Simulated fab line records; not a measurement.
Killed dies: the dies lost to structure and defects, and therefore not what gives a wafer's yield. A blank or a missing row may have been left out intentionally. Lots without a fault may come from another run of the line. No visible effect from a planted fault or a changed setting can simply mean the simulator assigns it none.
Problem report, 8D (eight disciplines) form, completed by code || flow n5-finfet || the parts of the form that need people (team, actions taken, sign-off) are left out

== 1. WHAT WENT WRONG ==
barrier-field-endpoint-s at N5_BEOL_M5_CMP_52 reads a mean of 30.1 s on 2 wafers of 2 lots; wafers without a fault read 24.5 s with a standard deviation of 0.79. That is +7.1 standard deviations from the usual mean.
The step: polishes, stops on SiCOH lowk, t overpolish 6.9 s, target thk 62 nm.
First observed at day 12 14:38: wafer L250.4, on cmp-04. The record has a number at this step for 32 wafers belonging to 12 lots. Rule for "out", or "out of limits": more than 4 standard deviations from the usual mean. All remaining wafers that have a number are taken as sound.

== 2. WHAT IT IS, AND WHAT IT ISN'T ==
{"question": "which readings at this step", "is": "barrier-field-endpoint-s", "is not": "motor-current-A"}
{"question": "which lots", "is": "L250, L251", "is not": "L235, L236, L238, L240, L241, L242, L246, L247, L249, L258"}
{"question": "which wafers of those lots", "is": "L250.4, L251.3", "is not": "L250.1, L250.6, L251.1, L251.2"}
{"question": "read on which tools", "is": "cmp-01, cmp-04", "is not": "cmp-03"}
{"question": "when", "is": "from day 12 14:38", "is not": "up to then (25 sound wafers); but 5 sound wafers of L251, L258 came after"}

== 3. THE SUSPECTS, EACH WITH WHAT RULES IT OUT ==
Counting: if a tool at a process step up to the reading ran every lot that is out, it stays a suspect. Sound lots after the first of them don't rule it out here, since some wafers of a struck lot are sound.
- pecvd-01 at N5_BEOL_M5_PECVD_70 (deposits SiO2 from TEOS/O2, target thk 16 nm, time 18 s): kept. It processed each lot that is out (first: L250, day 12 05:30); up to then, its last sound lot is L247 (day 11 07:09).
Remaining after the count: pecvd-01 at N5_BEOL_M5_PECVD_70.

== 4. THE CAUSE (what the simulator had put in) ==
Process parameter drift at N5_BEOL_M5_PECVD_70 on pecvd-01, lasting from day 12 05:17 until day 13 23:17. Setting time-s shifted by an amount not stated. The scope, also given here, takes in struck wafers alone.
This tool alone remained once counting was done.

== 5. THE CHAIN OF EFFECTS, in route order ==
Each row: a reading where the mean over the struck wafers with a number is more than 3 standard deviations away from the usual. Scope: only readings with a usual standard deviation given in the record; hours: median across lots of the time from each lot's start at the first step in this table that gives one to its start at this step; sigmas: change in usual standard deviations.
{"hours": 0, "step": "N5_BEOL_M5_CMP_52", "reading": "barrier-field-endpoint-s", "usual": "24.5 s", "on struck wafers": 30.1, "change": "+5.6", "sigmas": "+7.1"}
The process steps in it:
- N5_BEOL_M5_CMP_52: polishes, stops on SiCOH lowk, t overpolish 6.9 s, target thk 62 nm.

== 6. WHAT WOULD HAVE CAUGHT IT SOONER ==
In this record no reading fell out of limits until day 12 14:38, 9 hours after the fault had begun at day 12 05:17.
Of the tool readings at N5_BEOL_M5_PECVD_70 for which the record gives a usual standard deviation, none was out on any struck wafer, so an alarm limit of 4 standard deviations on them would not have fired.
The start of N5_BEOL_M5_PECVD_70 on pecvd-01 came by day 12 14:38 for every one of the lots that are out (2). Tool hold at that time: it would have spared none of them.
